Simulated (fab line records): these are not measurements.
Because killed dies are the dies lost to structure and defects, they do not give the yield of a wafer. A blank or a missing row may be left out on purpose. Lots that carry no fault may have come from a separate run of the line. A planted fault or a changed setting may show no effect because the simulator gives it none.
Which tool is to blame? + flow nand-harc + 13 lots with 39 wafers sampled at 4 steps, on a route of 1159 steps

== WHAT EACH GAUGE READ, for each wafer ==
NHARC_A_BONDPAD_THK_MEAS_20: measures by xrf. Usual: thk-nm reads 169.2 nm (standard deviation 1.7).
| lot  | measured     | on            | thk-nm (nm)       | flag |
|------|--------------|---------------|-------------------|------|
| L656 | day 18 06:35 | film-metro-01 | 171.3 169.8 170.1 |      |
| L657 | day 18 04:28 | film-metro-02 | 167.4 167.8 167.4 |      |
| L658 | day 18 12:10 | film-metro-01 | 168.6 168.3 168.3 |      |
| L659 | day 18 11:45 | film-metro-01 | 168.2 166.8 166.9 |      |
| L660 | day 19 02:20 | film-metro-01 | 166.2 166.3 166.7 |      |
| L661 | day 19 23:16 | film-metro-01 | 167.7 168.6 169.3 |      |
| L669 | day 21 00:29 | film-metro-02 | 171.0 170.3 171.0 |      |
| L670 | day 21 03:58 | film-metro-02 | 170.3 170.6 166.7 |      |
| L674 | day 22 05:07 | film-metro-02 | 169.4 170.8 170.4 |      |
| L675 | day 22 17:32 | film-metro-02 | 170.8 169.2 171.0 |      |
| L676 | day 22 18:49 | film-metro-01 | 172.8 169.9 169.9 |      |
| L679 | day 23 01:22 | film-metro-02 | 170.2 170.2 169.1 |      |
| L677 | day 23 04:50 | film-metro-01 | 168.8 171.2 172.4 |      |

NHARC_END_SORT_01. Usual: killed-at-array 27, standard deviation 9.9; killed-at-other 0.5, standard deviation 0.76; killed-at-periphery 3.4, standard deviation 2.2; killed-dies 31, standard deviation 10; killed-open 3.3, standard deviation 2; killed-short 2.0, standard deviation 1.5.
| lot  | measured     | on        | killed-at-array | killed-at-other | killed-at-periphery | killed-dies | killed-open | killed-short | flag |
|------|--------------|-----------|-----------------|-----------------|---------------------|-------------|-------------|--------------|------|
| L670 | day 22 13:32 | prober-02 | 30 117 126      | 0 1 0           | 1 1 2               | 31 119 128  | 1 2 1       | 1 3 3        | OFF  |

== WHAT TOOL EACH LOT RAN ON (gives the tool, then ch and the chambers of the sampled wafers, and finally the start) ==
| lot  | NHARC_A_STAIRCASE_STRIP_254          | NHARC_THIN_TSV_CMP_01         |
|------|--------------------------------------|-------------------------------|
| L656 | plasma-asher-01 ch 0,1, day 11 14:20 | cmp-02 ch 0,1,3, day 19 01:38 |
| L657 | plasma-asher-02 ch 0,1, day 11 14:49 | cmp-03 ch 0,1,3, day 18 23:14 |
| L658 | plasma-asher-02 ch 0,1, day 11 19:36 | cmp-04 ch 1,2,3, day 19 00:28 |
| L659 | plasma-asher-02 ch 0,1, day 11 20:35 | cmp-02 ch 2,3, day 19 02:48   |
| L660 | plasma-asher-01 ch 0,1, day 12 08:23 | cmp-04 ch 1,2, day 19 14:26   |
| L661 | plasma-asher-02 ch 0,1, day 12 19:53 | cmp-02 ch 1,2,3, day 20 12:41 |
| L669 | plasma-asher-02 ch 0,1, day 14 09:23 | cmp-02 ch 0,2,3, day 21 11:39 |
| L670 | plasma-asher-02 ch 0,1, day 14 21:10 | cmp-02 ch 0,1,2, day 21 16:35 |
| L674 | plasma-asher-01 ch 0,1, day 15 19:25 | cmp-04 ch 0,3, day 22 21:04   |
| L675 | plasma-asher-01 ch 0,1, day 16 04:46 | cmp-03 ch 0,2,3, day 23 05:38 |
| L676 | plasma-asher-01 ch 0,1, day 16 05:47 | cmp-02 ch 1,2, day 23 06:50   |
| L679 | plasma-asher-01 ch 0,1, day 16 23:23 | cmp-04 ch 1,3, day 23 12:09   |
| L677 | plasma-asher-01 ch 1, day 16 23:57   | cmp-04 ch 0,2,3, day 23 16:17 |
- NHARC_A_STAIRCASE_STRIP_254: strips in O2.
- NHARC_THIN_TSV_CMP_01: polishes.

== AS READ BY THE TOOLS THEMSELVES (means over the sampled wafers that have a number; for cases with no such wafer, the mark the record gives instead) ==
NHARC_A_STAIRCASE_STRIP_254. Usual: drypump-motor-current-A 5.6 A, standard deviation 0.34; heater-power-w 351 W, standard deviation 8.9.
| lot  | tool            | drypump-motor-current-A (A) | heater-power-w (W) | flag |
|------|-----------------|-----------------------------|--------------------|------|
| L656 | plasma-asher-01 | 5.4                         | 352                |      |
| L657 | plasma-asher-02 | 5.7                         | 351                |      |
| L658 | plasma-asher-02 | 5.9                         | 355                |      |
| L659 | plasma-asher-02 | 5.7                         | 343                |      |
| L660 | plasma-asher-01 | 5.5                         | 368                |      |
| L661 | plasma-asher-02 | 5.9                         | 348                |      |
| L669 | plasma-asher-02 | 5.7                         | 352                |      |
| L670 | plasma-asher-02 | 5.7                         | 352                |      |
| L674 | plasma-asher-01 | 5.5                         | 353                |      |
| L675 | plasma-asher-01 | 5.5                         | 355                |      |
| L676 | plasma-asher-01 | 5.5                         | 351                |      |
| L679 | plasma-asher-01 | 5.5                         | 355                |      |
| L677 | plasma-asher-01 | 5.7                         | 354                |      |

NHARC_THIN_TSV_CMP_01. Usual: motor-current-A reads 11.6 A (standard deviation 1).
| lot  | tool   | motor-current-A (A) | flag |
|------|--------|---------------------|------|
| L656 | cmp-02 | 12.2                |      |
| L657 | cmp-03 | 12.4                |      |
| L658 | cmp-04 | 10.8                |      |
| L659 | cmp-02 | 11.8                |      |
| L660 | cmp-04 | 10.9                |      |
| L661 | cmp-02 | 11.6                |      |
| L669 | cmp-02 | 11.0                |      |
| L670 | cmp-02 | 11.8                |      |
| L674 | cmp-04 | 11.6                |      |
| L675 | cmp-03 | 12.2                |      |
| L676 | cmp-02 | 11.2                |      |
| L679 | cmp-04 | 10.2                |      |
| L677 | cmp-04 | 11.2                |      |

== THE ANSWER, worked out from the rows above alone ==
Rule: a lot counts as off when the mean over its wafers that have a number is more than 3 standard deviations away from the usual mean. Also off: a lot with no number at a reading for which 4 or more lots have one. The other lots that the step has rows for count as sound. Order of review: gauges by route order, followed by the tools' own readings, for which a lot's mean as printed above is used. At the first step where some lot is off, the reading lying furthest off is the one used; lots without a number count as furthest.
Off: L670 (NHARC_END_SORT_01, killed-at-array). Neither off nor sound, because the step has no rows for them: L656, L657, L658, L659, L660, L661, L669, L674, L675, L676, L679, L677.
If a tool, at a process step before that reading, ran all the lots that are off and no sound lot after the first of them, it fits. Those tools and the gauges at NHARC_END_SORT_01 are tried in the same way. Can't be told from this: 3 tools fit, plasma-asher-02 at NHARC_A_STAIRCASE_STRIP_254, cmp-02 at NHARC_THIN_TSV_CMP_01, prober-02 at NHARC_END_SORT_01.

== WHAT THE SIMULATOR PUT IN ==
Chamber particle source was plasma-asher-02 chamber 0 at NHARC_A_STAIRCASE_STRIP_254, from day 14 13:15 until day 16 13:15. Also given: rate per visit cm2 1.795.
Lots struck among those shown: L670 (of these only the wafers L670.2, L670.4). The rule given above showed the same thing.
